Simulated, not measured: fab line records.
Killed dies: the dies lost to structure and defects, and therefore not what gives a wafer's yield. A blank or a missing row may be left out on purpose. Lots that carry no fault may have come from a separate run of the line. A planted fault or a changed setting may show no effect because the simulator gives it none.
fab line records ; flow n5Finfet
record lots=10; wafers=30; lastDay=18
route steps=1938 shown MOL_CONTACT_COAG@548 BEOL_M4@1111 PASSIVATION@1936
lots that met no fault: taken from a fault-free run of the same line
startH: the number of hours between the record's first day and the start of the first shown wafer of the lot ; waitH: hours from the lot's prior step to this one ; " same as the row above ; L1.1+2: several wafers, shown together as one row ; - no value present, or no start provided ; * or withheld: withheld ; < > ~ a bound
route shown NAME@n: names a module that has steps shown in the file, with the first one's number in the route ; usual: mean and standard deviation over wafers with no fault ; same: alike in all rows ; chamber/n: place in a boat ; sites: the reading at each site ; _std_site: the standard deviation of these ; _edge_site: the outer-site mean with the inner-site mean subtracted ; radiusMm: how far each site lies from the wafer's centre ; mask NAME#n: copy n ; behind: the last tool/chamber to shape the wafer ; hold: the reason the lot was held/the length of the hold in hours/how it ended ; device: the n, p or np transistor that did not switch ; end of line: at the end of the route, the tests of the same wafers ; step lacking rows: just its recipe ; killed: count of dies lost to structure and defects at first sort (not the wafer's yield) ; map: a wafer's dies, x killed, . not, _ none there
set.NAME: setting as actually run; set.NAME@STEP: the setting as run at that earlier step ; model.NAME: the simulator's own value behind a step, which no gauge read
a sample of lots followed through the steps of the route, with each step as a table and each wafer as a row
services: from which hour (startH, from the record's first day; less than 0 if before it) a tool's chamber was out of use, for how many hours, and why
## steps
# step N5_MOL_CONTACT_COAG_CO_FILL_22
# recipe material=Co; targetThkA=200; tempC=200; precursor=CCTBA/H2; pressureTorr=30
# usual heaterPowerW=233/18
lot.wafer;tool;chamber;startH;waitH;heaterPowerW
L474.2;cvdCo-01;0;94.23;0.1;210
L474.3;cvdCo-01;2;94.23;0.1;214
L474.4;cvdCo-01;2;94.23;0.1;220
L479.1;cvdCo-02;2;126.16;0.1;251
L479.2;cvdCo-02;0;126.16;0.1;231
L479.6;cvdCo-02;2;126.16;0.1;259
L480.1;cvdCo-02;1;138.44;0.1;218
L480.2;cvdCo-02;0;138.44;0.1;232
L480.4;cvdCo-02;1;138.44;0.1;227
L482.4;cvdCo-01;1;144.13;0.4;257
L482.5;cvdCo-01;2;144.13;0.4;218
L482.6;cvdCo-01;0;144.13;0.4;212
L487.1;cvdCo-01;0;179.34;0.1;218
L487.3;cvdCo-01;2;179.34;0.1;216
L487.4;cvdCo-01;2;179.34;0.1;220
L490.3;cvdCo-01;0;193.07;0.1;213
L490.4;cvdCo-01;0;193.07;0.1;222
L490.6;cvdCo-01;1;193.07;0.1;256
L491.2;cvdCo-02;2;197.62;0.1;259
L491.3;cvdCo-02;0;197.62;0.1;238
L491.6;cvdCo-02;0;197.62;0.1;231
L495.2;cvdCo-01;0;217.81;0.1;217
L495.3;cvdCo-01;1;217.81;0.1;253
L495.4;cvdCo-01;2;217.81;0.1;216
L496.3;cvdCo-02;2;225.65;0.1;243
L496.5;cvdCo-02;1;225.65;0.1;221
L496.6;cvdCo-02;2;225.65;0.1;252
L497.1;cvdCo-02;0;229.49;0.1;241
L497.4;cvdCo-02;1;229.49;0.1;214
L497.5;cvdCo-02;0;229.49;0.1;236
# step N5_MOL_CONTACT_COAG_PRE_CLEAN_142
# recipe gas=H2/He; timeS=60; tempC=300
# usual heaterPowerW=466/36
lot.wafer;tool;chamber;startH;waitH;heaterPowerW
L474.2;pvdSputter-03;-;95.86;0.7;552
L474.3;pvdSputter-03;-;95.86;0.7;483
L474.4;pvdSputter-03;-;95.86;0.7;433
L479.1;pvdSputter-01;-;129.86;2.6;472
L479.2;pvdSputter-01;-;129.86;2.6;453
L479.6;pvdSputter-01;-;129.86;2.6;482
L480.1;pvdSputter-02;-;142.15;2.8;470
L480.2;pvdSputter-02;-;142.15;2.8;422
L480.4;pvdSputter-02;-;142.15;2.8;501
L482.4;pvdSputter-01;-;146.40;1.2;483
L482.5;pvdSputter-01;-;146.40;1.2;495
L482.6;pvdSputter-01;-;146.40;1.2;474
L487.1;pvdSputter-02;-;181.97;1.0;429
L487.3;pvdSputter-02;-;181.97;1.0;428
L487.4;pvdSputter-02;-;181.97;1.0;462
L490.3;pvdSputter-03;-;196.51;2.3;429
L490.4;pvdSputter-03;-;196.51;2.3;482
L490.6;pvdSputter-03;-;196.51;2.3;461
L491.2;pvdSputter-03;-;199.83;1.1;427
L491.3;pvdSputter-03;-;199.83;1.1;442
L491.6;pvdSputter-03;-;199.83;1.1;441
L495.2;pvdSputter-03;-;220.28;1.4;553
L495.3;pvdSputter-03;-;220.28;1.4;449
L495.4;pvdSputter-03;-;220.28;1.4;478
L496.3;pvdSputter-01;-;228.70;2.0;476
L496.5;pvdSputter-01;-;228.70;2.0;464
L496.6;pvdSputter-01;-;228.70;2.0;488
L497.1;pvdSputter-03;-;231.65;1.4;433
L497.4;pvdSputter-03;-;231.65;1.4;442
L497.5;pvdSputter-03;-;231.65;1.4;485
# step N5_MOL_CONTACT_COAG_CMP_28
# recipe stopOn=SiNx; tOverpolishS=0.85; postCmpClean=alkalineBrush; downForcePsi=4.15; platenRpm=51.8; padVelocityMS=1.0307; targetThkNm=14.522
# usual motorCurrentA=12.1/1.4; timeToEndpointS=3.4/2.2
lot.wafer;tool;chamber;startH;waitH;motorCurrentA;timeToEndpointS
L474.4;cmp-01;0;98.56;0.9;11.0;2.1
L474.3;cmp-01;1;98.56;0.9;12.4;3.9
L474.2;cmp-01;3;98.56;0.9;12.5;3.4
L479.2;cmp-01;1;133.69;1.3;11.8;0.6
L479.1;cmp-01;2;133.69;1.3;14.0;0.8
L479.6;cmp-01;1;133.69;1.3;12.1;2.8
L480.1;cmp-01;0;144.80;0.8;10.9;4.8
L480.2;cmp-01;1;144.80;0.8;12.0;6.5
L480.4;cmp-01;3;144.80;0.8;12.7;5.6
L482.4;cmp-03;3;149.47;0.8;9.8;0.0
L482.6;cmp-03;3;149.47;0.8;10.1;1.4
L482.5;cmp-03;0;149.47;0.8;13.6;1.9
L487.1;cmp-01;1;186.63;0.8;12.3;1.9
L487.4;cmp-01;2;186.63;0.8;13.8;5.5
L487.3;cmp-01;3;186.63;0.8;12.4;7.7
L490.4;cmp-01;0;199.17;0.8;10.7;0.9
L490.3;cmp-01;3;199.17;0.8;12.8;3.4
L490.6;cmp-01;0;199.17;0.8;10.9;3.2
L491.2;cmp-03;1;202.59;0.9;11.3;9.0
L491.3;cmp-03;2;202.59;0.9;15.0;2.2
L491.6;cmp-03;0;202.59;0.9;12.9;5.4
L495.2;cmp-01;0;222.92;0.8;11.1;1.3
L495.4;cmp-01;2;222.92;0.8;13.7;3.6
L495.3;cmp-01;3;222.92;0.8;13.0;3.9
L496.3;cmp-01;0;231.39;0.8;11.7;5.1
L496.6;cmp-01;3;231.39;0.8;12.9;6.2
L496.5;cmp-01;0;231.39;0.8;10.6;4.2
L497.4;cmp-03;0;234.28;0.8;13.5;7.0
L497.1;cmp-03;3;234.28;0.8;9.7;4.5
L497.5;cmp-03;1;234.28;0.8;11.1;4.0
# step N5_MOL_CONTACT_COAG_COAT_75
# recipe resist=SOC; tempC=250; timeS=60; spinRpm=1500; resistThkNm=60
# usual spinSpeedRpm=1500.0/0.89
lot.wafer;tool;chamber;startH;waitH;spinSpeedRpm
L474.2;lithoTrack-02;0;100.03;0.0;1498.8
L474.3;lithoTrack-02;0;100.03;0.0;1499.6
L474.4;lithoTrack-02;0;100.03;0.0;1500.2
L479.1;lithoTrack-02;0;134.54;0.0;1500.6
L479.2;lithoTrack-02;0;134.54;0.0;1499.6
L479.6;lithoTrack-02;0;134.54;0.0;1499.8
L480.1;lithoTrack-03;0;145.70;0.0;1538.3
L480.2;lithoTrack-03;0;145.70;0.0;1539.4
L480.4;lithoTrack-03;0;145.70;0.0;1538.6
L482.4;lithoTrack-03;0;150.70;0.0;1537.2
L482.5;lithoTrack-03;0;150.70;0.0;1539.1
L482.6;lithoTrack-03;0;150.70;0.0;1537.5
L487.1;lithoTrack-02;0;187.61;0.0;1499.4
L487.3;lithoTrack-02;0;187.61;0.0;1499.5
L487.4;lithoTrack-02;0;187.61;0.0;1500.2
L490.3;lithoTrack-05;0;200.06;0.0;1498.7
L490.4;lithoTrack-05;0;200.06;0.0;1499.2
L490.6;lithoTrack-05;0;200.06;0.0;1497.9
L491.2;lithoTrack-05;0;203.44;0.0;1499.9
L491.3;lithoTrack-05;0;203.44;0.0;1499.2
L491.6;lithoTrack-05;0;203.44;0.0;1499.8
L495.2;lithoTrack-02;0;223.83;0.1;1499.9
L495.3;lithoTrack-02;0;223.83;0.1;1500.2
L495.4;lithoTrack-02;0;223.83;0.1;1499.5
L496.3;lithoTrack-02;0;232.28;0.0;1500.4
L496.5;lithoTrack-02;0;232.28;0.0;1500.0
L496.6;lithoTrack-02;0;232.28;0.0;1499.4
L497.1;lithoTrack-03;0;235.18;0.0;1500.5
L497.4;lithoTrack-03;0;235.18;0.0;1499.6
L497.5;lithoTrack-03;0;235.18;0.0;1500.5
# step N5_BEOL_M4_RC_MEAS_101
# usual DIBL_N=35.8/1.8; DIBL_P=35.9/2.2; IOFF_N=0.16/0.035; IOFF_P=0.21/0.04; ION_N=672/11; ION_P=461/7.4; SS_N=71.4/0.64; SS_P=73.2/0.67; VT_N=250/3.5; VT_P=-251/3.4
lot.wafer;tool;chamber;startH;waitH;DIBL_N[mV/V];DIBL_P[mV/V];IOFF_N[nA/um];IOFF_P[nA/um];ION_N[uA/um];ION_P[uA/um];SS_N[mV/dec];SS_P[mV/dec];VT_N[mV];VT_P[mV]
L474.2;prober-02;0;163.66;0.2;35.0;34.4;0.15;0.16;664;450;71.5;73.0;250;-254
L474.3;prober-02;0;163.66;0.2;35.8;36.3;0.17;0.19;691;467;72.1;73.8;248;-252
L474.4;prober-02;0;163.66;0.2;35.0;35.2;0.15;0.17;671;459;72.0;72.7;248;-252
L479.1;prober-01;0;200.51;0.0;35.9;37.2;0.16;0.21;671;464;72.0;73.4;250;-250
L479.2;prober-01;0;200.51;0.0;35.0;35.8;0.14;0.20;669;459;71.6;72.8;252;-254
L479.6;prober-01;0;200.51;0.0;36.8;37.1;0.17;0.21;675;464;71.9;73.3;250;-249
L482.4;prober-02;0;214.06;0.5;36.3;36.0;0.15;0.18;663;455;71.7;73.6;251;-253
L482.5;prober-02;0;214.06;0.5;38.0;39.9;0.19;0.26;677;462;71.8;74.1;249;-249
L482.6;prober-02;0;214.06;0.5;36.0;36.2;0.15;0.19;667;458;71.1;73.6;249;-251
L480.1;prober-01;0;216.83;0.0;38.6;40.7;0.21;0.24;691;467;72.3;73.7;247;-250
L480.2;prober-01;0;216.83;0.0;36.7;37.9;0.17;0.19;683;459;72.1;72.5;249;-251
L480.4;prober-01;0;216.83;0.0;35.0;36.7;0.13;0.17;665;451;71.1;72.8;254;-255
L487.1;prober-02;0;256.39;0.0;35.2;34.5;0.14;0.18;667;459;70.5;72.1;252;-250
L487.3;prober-02;0;256.39;0.0;37.3;37.3;0.16;0.22;684;467;71.4;72.6;250;-250
L487.4;prober-02;0;256.39;0.0;37.5;38.5;0.18;0.25;682;465;71.2;73.1;246;-249
L490.3;prober-02;0;265.80;0.3;31.7;31.2;0.09;0.13;654;456;70.2;71.9;258;-256
L490.4;prober-02;0;265.80;0.3;34.5;35.6;0.13;0.19;667;461;70.7;73.1;251;-251
L490.6;prober-02;0;265.80;0.3;33.8;34.5;0.12;0.18;667;469;70.6;72.2;251;-251
L491.2;prober-01;0;273.52;0.2;37.6;37.8;0.17;0.19;671;444;72.1;73.8;251;-257
L491.3;prober-01;0;273.52;0.2;36.7;36.8;0.15;0.17;668;446;72.0;73.5;252;-256
L491.6;prober-01;0;273.52;0.2;35.9;36.1;0.14;0.17;660;448;71.8;73.5;253;-256
L495.2;prober-01;0;287.94;0.2;37.1;37.8;0.17;0.21;679;458;72.1;74.1;246;-251
L495.3;prober-01;0;287.94;0.2;36.5;36.8;0.15;0.20;674;468;71.4;73.9;251;-255
L495.4;prober-01;0;287.94;0.2;33.7;32.5;0.11;0.15;660;454;70.9;72.8;255;-255
L496.3;prober-02;0;309.15;0.3;35.9;34.6;0.14;0.20;676;467;70.8;73.0;249;-252
L496.5;prober-02;0;309.15;0.3;35.5;34.3;0.14;0.20;683;466;71.0;72.3;249;-251
L496.6;prober-02;0;309.15;0.3;35.3;33.3;0.12;0.19;669;464;70.5;72.7;254;-252
L497.1;prober-02;0;311.74;0.0;34.4;33.0;0.11;0.17;659;459;70.6;72.5;255;-251
L497.4;prober-02;0;311.74;0.0;35.2;34.1;0.12;0.18;658;459;71.7;72.9;255;-253
L497.5;prober-02;0;311.74;0.0;32.4;30.8;0.09;0.14;653;453;70.3;71.6;257;-255
# step N5_PASSIVATION_PROBE_49
# usual defectLimitedYield=91.0/1.5; killed_at_M0_to_M3=34/9.1; killed_at_M4_up=14/5.7; killedAtContacts=13/5.7; killedAtFrontEnd=42/12; killedAtOther=4/3.4; killedDies=106/17; killedOpen=70/13; killedShort=34/7.5; sort_bin_5_function=5.2/0.94; sort_bin_6_memory=3.4/0.69; sort_bin_8_speed=0.00/0.029; sortNPass=1074/17; sortYieldPct=91.0/1.5
# same grossDies=1180; killedAtBackSide=0; sort_bin_4_leakage[%]=0
lot.wafer;tool;chamber;startH;waitH;defectLimitedYield[%];killed_at_M0_to_M3;killed_at_M4_up;killedAtContacts;killedAtFrontEnd;killedAtOther;killedDies;killedOpen;killedShort;sort_bin_5_function[%];sort_bin_6_memory[%];sort_bin_8_speed[%];sortNPass;sortYieldPct[%]
L474.2;prober-01;-;270.90;0.1;91.4;46;14;10;31;1;102;71;28;4.6;3.6;0.08;1077;91.3
L474.3;prober-01;-;270.95;0.1;93.7;29;12;7;26;0;74;44;21;3.5;2.3;0;1106;93.7
L474.4;prober-01;-;271.00;0.2;92.0;39;14;10;27;4;94;60;27;5.0;2.6;0;1086;92.0
L479.1;prober-01;-;299.50;0.0;91.4;43;13;14;27;4;101;65;32;4.7;3.1;0;1079;91.4
L479.2;prober-01;-;299.55;0.1;90.8;41;9;15;37;6;108;68;39;6.0;2.8;0;1072;90.8
L479.6;prober-01;-;299.75;0.3;91.3;40;12;14;35;2;103;62;40;4.7;3.8;0;1077;91.3
L482.4;prober-02;-;314.52;0.2;91.3;27;9;16;45;6;103;66;37;5.3;3.1;0;1077;91.3
L482.5;prober-02;-;314.57;0.2;90.9;28;16;14;47;2;107;69;38;6.0;2.9;0;1073;90.9
L482.6;prober-02;-;314.62;0.3;90.8;37;17;19;31;5;109;71;38;4.7;4.4;0;1071;90.8
L480.1;prober-01;-;322.89;0.0;91.4;31;19;5;39;7;101;71;28;5.1;3.2;0;1079;91.4
L480.2;prober-01;-;322.94;0.1;92.2;21;10;7;48;6;92;52;37;4.3;3.3;0;1088;92.2
L480.4;prober-01;-;323.04;0.2;91.8;31;6;11;46;3;97;59;36;5.1;2.7;0;1083;91.8
L487.1;prober-02;-;356.70;0.0;91.9;26;12;10;45;3;96;65;28;4.5;3.2;0;1084;91.9
L487.3;prober-02;-;356.80;0.1;90.8;27;7;13;59;2;108;72;34;5.7;3.1;0;1072;90.8
L487.4;prober-02;-;356.85;0.2;91.4;21;13;13;50;4;101;74;24;5.4;2.9;0;1079;91.4
L490.3;prober-01;-;358.59;0.1;92.0;26;11;13;34;10;94;50;44;4.7;3.0;0;1086;92.0
L490.4;prober-01;-;358.64;0.2;93.1;29;18;4;28;2;81;61;20;3.6;3.1;0;1099;93.1
L490.6;prober-01;-;358.74;0.3;89.4;50;17;17;20;21;125;83;41;5.8;4.3;0;1055;89.4
L491.2;prober-01;-;368.43;0.1;92.9;28;12;16;28;0;84;54;27;4.7;2.4;0;1096;92.9
L491.3;prober-01;-;368.48;0.1;89.5;29;16;19;55;5;124;80;44;5.7;4.3;0;1056;89.5
L491.6;prober-01;-;368.63;0.3;90.0;32;12;10;60;4;118;74;39;5.5;3.9;0;1062;90.0
L495.2;prober-02;-;395.77;0.1;91.0;29;19;22;36;0;106;81;22;5.2;3.5;0;1074;91.0
L495.3;prober-02;-;395.82;0.1;91.7;18;22;13;43;2;98;63;35;5.1;3.1;0;1082;91.7
L495.4;prober-02;-;395.87;0.2;91.3;35;18;12;38;0;103;58;41;5.2;3.5;0;1077;91.3
L497.1;prober-01;-;421.81;0.0;93.3;32;9;16;21;1;79;58;20;4.0;2.7;0;1101;93.3
L497.4;prober-01;-;421.96;0.2;91.9;31;13;12;37;3;96;65;30;3.8;4.1;0;1084;91.9
L497.5;prober-01;-;422.01;0.2;88.3;49;11;25;51;2;138;92;44;7.5;3.9;0;1042;88.3
L496.3;prober-01;-;422.63;0.1;92.1;24;9;12;38;10;93;66;25;4.7;2.9;0;1087;92.1
L496.5;prober-01;-;422.73;0.2;91.6;45;9;11;34;0;99;54;41;5.3;2.4;0;1081;91.6
L496.6;prober-01;-;422.78;0.3;91.9;35;3;10;44;3;95;54;37;3.8;3.3;0;1085;91.9
# killed by level:class
L474.2 BEOL_M3:geometricParticle:open=12 MOL_CONTACT_COAG:geometricParticle:open=9 BEOL_M0_SAQP:geometricParticle:open=9 DUMMY_GATE:geometricParticle:open=8 STI_FIN_REVEAL:geometricParticle:open=7 BEOL_M0_SAQP:geometricParticle:short=7 BEOL_M2:geometricParticle:open=7 BEOL_M4:geometricParticle:open=7
L474.3 BEOL_M2:geometricParticle:open=7 GATE_CUT:geometricParticle:short=6 MOL_CONTACT_COAG:geometricParticle:open=5 BEOL_M0_SAQP:geometricParticle:short=5 BEOL_M0_SAQP:geometricParticle:open=5 BEOL_M4:geometricParticle:open=5 BEOL_M1:geometricParticle:open=4 BEOL_M3:geometricParticle:open=4
L474.4 BEOL_M2:geometricParticle:open=12 BEOL_M0_SAQP:geometricParticle:short=8 MOL_CONTACT_COAG:geometricParticle:open=7 BEOL_M1:geometricParticle:open=6 BEOL_M4:geometricParticle:open=6 BEOL_M0_SAQP:geometricParticle:open=5 STI_FIN_REVEAL:geometricParticle:open=4 DUMMY_GATE:geometricParticle:open=4
L479.1 BEOL_M3:geometricParticle:open=13 MOL_CONTACT_COAG:geometricParticle:open=10 STI_FIN_REVEAL:geometricParticle:open=7 BEOL_M0_SAQP:geometricParticle:open=7 BEOL_M2:geometricParticle:open=6 GATE_CUT:geometricParticle:short=5 BEOL_M1:geometricParticle:open=5 MOL_CONTACT_COAG:geometricParticle:short=4
L479.2 MOL_CONTACT_COAG:geometricParticle:open=13 BEOL_M0_SAQP:geometricParticle:open=10 FIN_SAQP:geometricParticle:short=7 BEOL_M0_SAQP:geometricParticle:short=7 BEOL_M1:geometricParticle:open=6 BEOL_M2:geometricParticle:open=6 STARTING-WAFER:geometricParticle:open=5 STARTING-WAFER:geometricParticle:short=5
L479.6 MOL_CONTACT_COAG:geometricParticle:open=12 BEOL_M3:geometricParticle:open=8 BEOL_M0_SAQP:geometricParticle:short=7 BEOL_M0_SAQP:geometricParticle:open=7 FIN_SAQP:geometricParticle:short=6 BEOL_M2:geometricParticle:open=6 FIN_SAQP:geometricParticle:open=5 STARTING-WAFER:geometricParticle:short=5
L482.4 MOL_CONTACT_COAG:geometricParticle:open=14 STI_FIN_REVEAL:geometricParticle:open=8 GATE_CUT:geometricParticle:short=7 BEOL_M0_SAQP:geometricParticle:short=7 BEOL_M3:geometricParticle:open=7 FIN_SAQP:geometricParticle:open=6 BEOL_M4:geometricParticle:open=6 FIN_SAQP:geometricParticle:short=5
L482.5 FIN_SAQP:geometricParticle:open=16 MOL_CONTACT_COAG:geometricParticle:open=11 BEOL_M4:geometricParticle:open=9 FIN_SAQP:geometricParticle:short=8 STI_FIN_REVEAL:geometricParticle:open=7 BEOL_M3:geometricParticle:open=7 BEOL_M2:geometricParticle:short=6 DUMMY_GATE:geometricParticle:open=4
L482.6 MOL_CONTACT_COAG:geometricParticle:open=15 BEOL_M4:geometricParticle:open=13 FIN_SAQP:geometricParticle:short=9 BEOL_M0_SAQP:geometricParticle:open=8 BEOL_M0_SAQP:geometricParticle:short=8 BEOL_M3:geometricParticle:open=8 FIN_SAQP:geometricParticle:open=6 BEOL_M1:geometricParticle:open=6
L480.1 STI_FIN_REVEAL:geometricParticle:open=10 BEOL_M2:geometricParticle:open=10 BEOL_M4:geometricParticle:open=8 GATE_CUT:geometricParticle:short=7 GATE_CUT:geometricParticle:open=6 BEOL_M0_SAQP:geometricParticle:short=6 DUMMY_GATE:geometricParticle:open=5 MOL_CONTACT_COAG:geometricParticle:open=5
L480.2 FIN_SAQP:geometricParticle:short=8 BEOL_M2:geometricParticle:open=8 DUMMY_GATE:geometricParticle:open=7 GATE_CUT:geometricParticle:short=7 FIN_SAQP:geometricParticle:open=6 MOL_CONTACT_COAG:geometricParticle:open=5 BEOL_M1:geometricParticle:open=5 STARTING-WAFER:geometricParticle:open=5
L480.4 FIN_SAQP:geometricParticle:open=14 GATE_CUT:geometricParticle:short=8 BEOL_M2:geometricParticle:open=8 MOL_CONTACT_COAG:geometricParticle:open=7 BEOL_M3:geometricParticle:open=7 STI_FIN_REVEAL:geometricParticle:open=6 BEOL_M0_SAQP:geometricParticle:open=6 FIN_SAQP:geometricParticle:short=5
L487.1 FIN_SAQP:geometricParticle:open=12 BEOL_M3:geometricParticle:open=7 FIN_SAQP:geometricParticle:short=6 MOL_CONTACT_COAG:geometricParticle:open=6 STI_FIN_REVEAL:geometricParticle:open=5 BEOL_M0_SAQP:geometricParticle:open=5 BEOL_M1:geometricParticle:open=5 DUMMY_GATE:geometricParticle:open=4
L487.3 FIN_SAQP:geometricParticle:open=19 FIN_SAQP:geometricParticle:short=11 STI_FIN_REVEAL:geometricParticle:open=10 MOL_CONTACT_COAG:geometricParticle:open=9 BEOL_M3:geometricParticle:open=8 BEOL_M0_SAQP:geometricParticle:short=5 DUMMY_GATE:geometricParticle:open=4 GATE_CUT:geometricParticle:open=4
L487.4 FIN_SAQP:geometricParticle:open=17 MOL_CONTACT_COAG:geometricParticle:open=12 GATE_CUT:geometricParticle:open=6 BEOL_M0_SAQP:geometricParticle:short=5 BEOL_M3:geometricParticle:open=5 FIN_SAQP:geometricParticle:short=4 STI_FIN_REVEAL:geometricParticle:open=4 DUMMY_GATE:geometricParticle:open=4
L490.3 MOL_CONTACT_COAG:geometricParticle:open=11 FIN_SAQP:geometricParticle:short=9 FIN_SAQP:geometricParticle:open=7 BEOL_M0_SAQP:geometricParticle:short=6 BEOL_M3:geometricParticle:open=6 BEOL_M3:geometricParticle:short=6 PASS1_CAP:geometricParticle:short=5 STI_FIN_REVEAL:geometricParticle:open=3
L490.4 FIN_SAQP:geometricParticle:open=11 BEOL_M0_SAQP:geometricParticle:open=9 BEOL_M3:geometricParticle:open=7 BEOL_M4:geometricParticle:open=6 BEOL_M7:geometricParticle:open=6 FIN_SAQP:geometricParticle:short=5 STI_FIN_REVEAL:geometricParticle:open=5 BEOL_M0_SAQP:geometricParticle:short=5
L490.6 BEOL_M3:geometricParticle:open=14 MOL_CONTACT_COAG:geometricParticle:open=12 BEOL_M0_SAQP:geometricParticle:open=9 BEOL_M1:geometricParticle:open=8 BEOL_M3:geometricParticle:short=7 MOL_CONTACT_COAG:geometricParticle:short=5 BEOL_M4:geometricParticle:open=5 BEOL_M7:geometricParticle:open=5
L491.2 MOL_CONTACT_COAG:geometricParticle:open=11 BEOL_M1:geometricParticle:open=8 GATE_CUT:geometricParticle:short=6 STI_FIN_REVEAL:geometricParticle:open=5 ILD0:geometricParticle:open=4 STARTING-WAFER:geometricParticle:open=4 MOL_CONTACT_COAG:geometricParticle:short=4 BEOL_M0_SAQP:geometricParticle:short=4
L491.3 MOL_CONTACT_COAG:geometricParticle:open=16 FIN_SAQP:geometricParticle:short=14 STI_FIN_REVEAL:geometricParticle:open=12 BEOL_M1:geometricParticle:open=11 BEOL_M3:geometricParticle:open=7 FIN_SAQP:geometricParticle:open=6 BEOL_M4:geometricParticle:open=6 DUMMY_GATE:geometricParticle:open=5
L491.6 FIN_SAQP:geometricParticle:short=12 STI_FIN_REVEAL:geometricParticle:open=9 FIN_SAQP:geometricParticle:open=8 BEOL_M1:geometricParticle:open=8 MOL_CONTACT_COAG:geometricParticle:open=8 BEOL_M3:geometricParticle:open=8 DUMMY_GATE:geometricParticle:open=6 GATE_CUT:geometricParticle:short=6
L495.2 MOL_CONTACT_COAG:geometricParticle:open=17 STI_FIN_REVEAL:geometricParticle:open=10 BEOL_M1:geometricParticle:open=10 BEOL_M4:geometricParticle:open=8 BEOL_M3:geometricParticle:open=7 FIN_SAQP:geometricParticle:open=6 MOL_CONTACT_COAG:geometricParticle:short=5 BEOL_M5:geometricParticle:open=4
L495.3 BEOL_M4:geometricParticle:open=15 FIN_SAQP:geometricParticle:short=10 MOL_CONTACT_COAG:geometricParticle:open=10 GATE_CUT:geometricParticle:short=8 FIN_SAQP:geometricParticle:open=7 BEOL_M2:geometricParticle:open=6 STI_FIN_REVEAL:geometricParticle:open=4 BEOL_M0_SAQP:geometricParticle:open=4
L495.4 FIN_SAQP:geometricParticle:short=14 BEOL_M1:geometricParticle:open=11 MOL_CONTACT_COAG:geometricParticle:open=10 BEOL_M0_SAQP:geometricParticle:short=9 GATE_CUT:geometricParticle:short=7 STI_FIN_REVEAL:geometricParticle:open=6 FIN_SAQP:geometricParticle:open=5 BEOL_M4:geometricParticle:open=5
L497.1 MOL_CONTACT_COAG:geometricParticle:open=14 BEOL_M2:geometricParticle:open=8 FIN_SAQP:geometricParticle:open=6 BEOL_M0_SAQP:geometricParticle:open=6 BEOL_M0_SAQP:geometricParticle:short=5 BEOL_M1:geometricParticle:open=4 STI_FIN_REVEAL:geometricParticle:open=3 BEOL_M0:geometricParticle:short=3
L497.4 BEOL_M2:geometricParticle:open=10 MOL_CONTACT_COAG:geometricParticle:open=10 BEOL_M3:geometricParticle:open=7 FIN_SAQP:geometricParticle:short=6 FIN_SAQP:geometricParticle:open=6 STI_FIN_REVEAL:geometricParticle:open=5 DUMMY_GATE:geometricParticle:open=5 BEOL_M1:geometricParticle:open=4
L497.5 MOL_CONTACT_COAG:geometricParticle:open=17 FIN_SAQP:geometricParticle:open=16 BEOL_M1:geometricParticle:open=10 BEOL_M3:geometricParticle:open=10 BEOL_M2:geometricParticle:open=9 FIN_SAQP:geometricParticle:short=8 MOL_CONTACT_COAG:geometricParticle:short=8 BEOL_M2:geometricParticle:short=8
L496.3 MOL_CONTACT_COAG:geometricParticle:open=10 STI_FIN_REVEAL:geometricParticle:open=7 BEOL_M2:geometricParticle:open=7 DUMMY_GATE:geometricParticle:open=6 BEOL_M0_SAQP:geometricParticle:open=5 PASS1_CAP:geometricParticle:short=5 FIN_SAQP:geometricParticle:open=4 GATE_CUT:geometricParticle:short=4
L496.5 BEOL_M0_SAQP:geometricParticle:short=17 BEOL_M2:geometricParticle:open=12 BEOL_M0_SAQP:geometricParticle:open=10 MOL_CONTACT_COAG:geometricParticle:open=9 FIN_SAQP:geometricParticle:short=6 STARTING-WAFER:geometricParticle:open=5 BEOL_M2:geometricParticle:short=4 FIN_SAQP:geometricParticle:open=3
L496.6 GATE_CUT:geometricParticle:open=10 GATE_CUT:geometricParticle:short=10 BEOL_M0_SAQP:geometricParticle:open=9 MOL_CONTACT_COAG:geometricParticle:open=8 FIN_SAQP:geometricParticle:short=6 BEOL_M0:geometricParticle:open=5 BEOL_M2:geometricParticle:open=5 BEOL_M0_SAQP:geometricParticle:short=4
## services
tool;chamber;startH;hours;kind
pvdSputter-02;-;82.40;1.1;repair
cvdCo-02;-;86.62;0.8;repair
cmp-01;-;99.22;3.3;repair
cvdCo-02;1;114.69;-;clean
cvdCo-02;1;114.69;22.0;scheduledDown
cvdCo-02;1;114.69;22.0;ventCycle
cmp-03;-;119.06;4.5;repair
cmp-03;-;129.43;6.3;repair
cmp-01;-;173.70;4.0;pm
cmp-01;-;177.70;-;consumableReplace:conditioner
cmp-01;-;177.70;-;consumableReplace:pad
cmp-01;-;190.44;1.3;repair
cmp-03;-;204.80;1.4;repair
lithoTrack-05;-;212.85;-;consumableReplace:filter
cvdCo-01;-;215.00;1.1;repair
lithoTrack-03;-;233.41;-;consumableReplace:filter
lithoTrack-03;-;234.05;-;consumableReplace:filter
## key
firstSign step=N5_MOL_CONTACT_COAG_COAT_75; reading=spinSpeedRpm; direction=up; sigmas=43; usual=*; struck=*
effect none on later readings
metAt N5_MOL_CONTACT_COAG_COAT_75
struckLots L480,L482
notActingAt N5_MOL_CONTACT_COAG_CO_FILL_22,N5_MOL_CONTACT_COAG_PRE_CLEAN_142,N5_MOL_CONTACT_COAG_CMP_28
fault kind=processParameterDrift; tool=lithoTrack-03; chamber=-; onsetH=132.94; steps=N5_MOL_CONTACT_COAG_COAT_75; channel=spinRpm; offset=*; shape=step; endH=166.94; actsIn=*; stated=*
